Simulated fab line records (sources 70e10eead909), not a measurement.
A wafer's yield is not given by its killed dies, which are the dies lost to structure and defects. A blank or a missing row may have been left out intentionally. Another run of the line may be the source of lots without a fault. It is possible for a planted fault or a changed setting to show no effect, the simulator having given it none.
What tool caused it? + flow nand harc + Sampling: 11 lots, 33 wafers, 4 of 1302 route steps

## WHAT EACH GAUGE READ, for each wafer
NHARC_A_SGD_CUT_THK_MEAS_22: measures by ellipsometry.
| lot  | measured     | on            | thk nm (nm)       |
|------|--------------|---------------|-------------------|
| L852 | day 19 05:02 | film metro-01 | 149.3 149.3 150.3 |
| L853 | day 19 21:31 | film metro-01 | 148.7 146.2 148.1 |
| L855 | day 20 22:34 | film metro-02 | 144.5 145.6 151.9 |
| L856 | day 20 22:35 | film metro-01 | 146.3 148.5 150.1 |
| L866 | day 25 02:16 | film metro-01 | 148.9 146.6 145.8 |
| L865 | day 25 17:47 | film metro-02 | 149.2 151.9 149.1 |
| L869 | day 27 01:02 | film metro-01 | 144.8 146.2 147.0 |
| L870 | day 27 01:11 | film metro-01 | 149.4 145.6 148.5 |
| L871 | day 27 18:10 | film metro-02 | 146.3 147.5 150.2 |
| L872 | day 27 18:20 | film metro-01 | 146.9 149.1 149.1 |
| L874 | day 28 14:40 | film metro-02 | 148.5 149.7 148.5 |

## EACH LOT AND THE TOOL THAT RAN IT (in order: tool; ch and the chambers of the sampled wafers; start)
| lot  | NHARC_A_STAIRCASE_ETCHBACK_157     | NHARC_A_SGD_CUT_ETCH_58            | NHARC_A_SGD_CUT_ETCH_59                       |
|------|------------------------------------|------------------------------------|-----------------------------------------------|
| L852 | rie diel-13 ch 1,3, day 18 19:41   | rie diel-11 ch 0,1,3, day 18 21:38 | rie diel-11 ch 2,3, day 19 05:02 or earlier   |
| L853 | rie diel-04 ch 0,2,3, day 19 13:13 | rie diel-11 ch 0,2,3, day 19 15:04 | rie diel-11 ch 0,2,3, day 19 21:31 or earlier |
| L855 | rie diel-04 ch 0,2,3, day 20 14:44 | rie diel-11 ch 2,3, day 20 16:38   | rie diel-11 ch 0,1,2, day 20 22:34 or earlier |
| L856 | rie diel-13 ch 1,2,3, day 20 14:47 | rie diel-09 ch 1,2,3, day 20 16:47 | rie diel-09 ch 0,1,2, day 20 22:35 or earlier |
| L866 | rie diel-13 ch 0,2,3, day 24 18:26 | rie diel-09 ch 0,2,3, day 24 20:21 | rie diel-09 ch 1,2,3, day 25 02:16 or earlier |
| L865 | rie diel-04 ch 2,3, day 25 05:51   | rie diel-09 ch 2,3, day 25 07:49   | rie diel-09 ch 0,1, day 25 17:47 or earlier   |
| L869 | rie diel-04 ch 1,2, day 26 17:05   | rie diel-11 ch 0,1,2, day 26 19:00 | rie diel-11 ch 1,2, day 27 01:02 or earlier   |
| L870 | rie diel-13 ch 0,1, day 26 18:19   | rie diel-07 ch 1,2,3, day 26 20:17 | rie diel-07 ch 0,2,3, day 27 01:11 or earlier |
| L871 | rie diel-01 ch 0,3, day 27 10:25   | rie diel-11 ch 0,3, day 27 12:15   | rie diel-11 ch 0,1, day 27 18:10 or earlier   |
| L872 | rie diel-04 ch 0,2,3, day 27 10:45 | rie diel-07 ch 0,1, day 27 12:39   | rie diel-07 ch 0,1,2, day 27 18:20 or earlier |
| L874 | rie diel-01 ch 0,3, day 28 06:32   | rie diel-09 ch 0,3, day 28 08:25   | rie diel-09 ch 2,3, day 28 14:40 or earlier   |
- NHARC_A_STAIRCASE_ETCHBACK_157: etches the open film in CH3F/O2, target depth 90 nm, time 167.14 s.
- NHARC_A_SGD_CUT_ETCH_58: etches the open film in CF4, target depth 39 nm, time 65 s.
- NHARC_A_SGD_CUT_ETCH_59: etches the open film in N2/H2, target depth 260 nm, time 406.25 s.

## THE ANSWER, worked out from the rows above alone
Rule: what is usual is taken from the lots themselves. The widest of any qualifying gaps counts: lots, ordered by their means at a reading, are off when they make up no more than a third of the lots, leave a main group of 4 or more, and stand apart from it by 3 or more times the standard deviation of that group's means. The tables above print the reading to a certain number of digits; a main group whose means all agree to those digits is not used. Also off: a lot with no number at a reading for which 4 or more lots have one. Any other lot the step has rows for is counted as sound.
Nothing can be told from this: no lot is off at any reading shown.

## WHAT WAS PUT IN BY THE SIMULATOR
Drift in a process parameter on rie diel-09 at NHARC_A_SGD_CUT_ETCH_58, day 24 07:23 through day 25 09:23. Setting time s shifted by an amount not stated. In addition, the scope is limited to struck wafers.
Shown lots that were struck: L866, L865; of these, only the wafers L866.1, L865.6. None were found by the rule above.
